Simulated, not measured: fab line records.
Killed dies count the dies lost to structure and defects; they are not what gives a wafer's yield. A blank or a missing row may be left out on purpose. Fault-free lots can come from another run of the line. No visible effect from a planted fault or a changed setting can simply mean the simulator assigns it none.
Matching of chambers | flow nandHarc | NHARC_A_STAIRCASE_DEP_259 on pecvd-02 has 3 sister chambers
The step deposits SiON, target thk 30 nm. 14 wafers are shown with their chamber, then 7 later ones without.

WAFERS PAIRED WITH THEIR CHAMBERS
wafer  | chamber | showerheadVppV (V) | heaterPowerW (W) | rfFwdPowerW (W)
L081.2 | 2       | 1131               | 814              | 348.1
L081.4 | 0       | 1162               | 849              | 348.4
L081.5 | 2       | 1139               | 824              | 347.9
L087.1 | 2       | 1136               | 885              | 348.3
L087.4 | 1       | 1095               | 764              | 348.8
L087.6 | 0       | 1143               | 810              | 349.8
L086.1 | 2       | 1144               | 847              | 350.1
L086.3 | 1       | 1082               | 750              | 348.5
L086.6 | 2       | 1147               | 849              | 350.8
L091.2 | 1       | 1091               | 771              | 349.7
L091.4 | 0       | 1166               | 716              | 348.2
L091.5 | 2       | 1130               | 885              | 350.1
L093.2 | 2       | 1114               | 921              | 349.0
L093.3 | 0       | 1156               | 738              | 349.3

SIGNATURES, as means of the wafers listed above
reading        | chamber 0 | chamber 1 | chamber 2 | scatter within a chamber
showerheadVppV | 1156.75   | 1089.33   | 1134.43   | 10.1
heaterPowerW   | 778.25    | 761.67    | 860.71    | 43.1
rfFwdPowerW    | 348.925   | 349.000   | 349.186   | 0.973
Rule: for each reading, subtract the chamber's mean from the wafer's reading, divide by that reading's scatter and square the result; add these up over the readings and take the root, which gives the wafer's distance from the chamber. If the next closest chamber is less than 2 further off than the closest, the wafer can't be placed; otherwise it belongs to the closest. The scatter: the root of (the sum of the squares of (reading less its chamber's mean) over the shown wafers, divided by (wafers less chambers)).

WAFERS WITHOUT THEIR CHAMBER
wafer  | showerheadVppV (V) | heaterPowerW (W) | rfFwdPowerW (W)
L093.4 | 1153               | 913              | 349.6
L094.1 | 1126               | 822              | 349.9
L094.3 | 1165               | 871              | 349.3
L094.5 | 1095               | 782              | 348.0
L095.2 | 1105               | 804              | 347.1
L095.3 | 1154               | 722              | 348.2
L095.5 | 1137               | 894              | 348.4

CHAMBER TAKEN BY EACH
wafer  | from the rows above     | in truth
L093.4 | can't be placed: 2 or 0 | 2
L094.1 | can't be placed: 2 or 0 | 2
L094.3 | can't be placed: 0 or 2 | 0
L094.5 | 1                       | 1
L095.2 | can't be placed: 1 or 2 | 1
L095.3 | 0                       | 0
L095.5 | 2                       | 2
3 of 7 placed correctly. Not placeable from these rows: 4 (in 4, the candidates include the true chamber). Number placed wrongly: 0.
